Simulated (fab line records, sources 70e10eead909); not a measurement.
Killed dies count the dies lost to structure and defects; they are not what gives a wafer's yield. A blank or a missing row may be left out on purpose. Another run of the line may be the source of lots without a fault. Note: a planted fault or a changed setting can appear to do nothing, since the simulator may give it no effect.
Chamber matching | flow nandHarc | NHARC_A_BONDPAD_CMP_29 on cmp-03 has 4 sister chambers
The step polishes SiCN, target thk 200 nm. 4 wafers are shown with their chamber, then 10 later ones without.

== WAFERS WITH THEIR CHAMBER ==
wafer  | chamber | motorCurrentA (A)
L084.1 | 0       | 12.7
L090.4 | 1       | 11.9
L092.1 | 3       | 13.7
L092.3 | 2       | 12.1

== WAFERS WITHOUT THEIR CHAMBER ==
wafer  | motorCurrentA (A)
L092.5 | 11.8
L094.1 | 13.7
L094.2 | 13.0
L094.5 | 12.1
L096.1 | 12.3
L096.2 | 13.6
L096.3 | 12.9
L097.2 | 13.8
L097.4 | 11.9
L097.6 | 14.6

== CHAMBER TAKEN BY EACH ==
wafer  | from the rows above          | in truth
L092.5 | can't be placed: 1 or 2      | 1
L094.1 | 3                            | 3
L094.2 | can't be placed: 0 or 3 or 2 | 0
L094.5 | can't be placed: 2 or 1 or 0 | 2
L096.1 | can't be placed: 2 or 0 or 1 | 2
L096.2 | 3                            | 3
L096.3 | can't be placed: 0 or 3 or 2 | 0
L097.2 | 3                            | 3
L097.4 | can't be placed: 1 or 2      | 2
L097.6 | 3                            | 3
Placed correctly: 4 of 10. These rows do not allow placing 6 (true chamber among the candidates in 6). Wrongly placed: 0.
How it was worked out, from the rows above alone: a wafer's distance from a chamber is the root of the sum, over the readings, of the square of ((its reading less the chamber's mean) divided by the reading's scatter). The wafer belongs to the nearest chamber; if the next one is less than 2 further off, it can't be placed. Each chamber's mean is taken over the wafers shown for it. The scatter: with one shown wafer a chamber, the root of the mean of the squares of how far each hidden wafer lies from its nearest shown one.
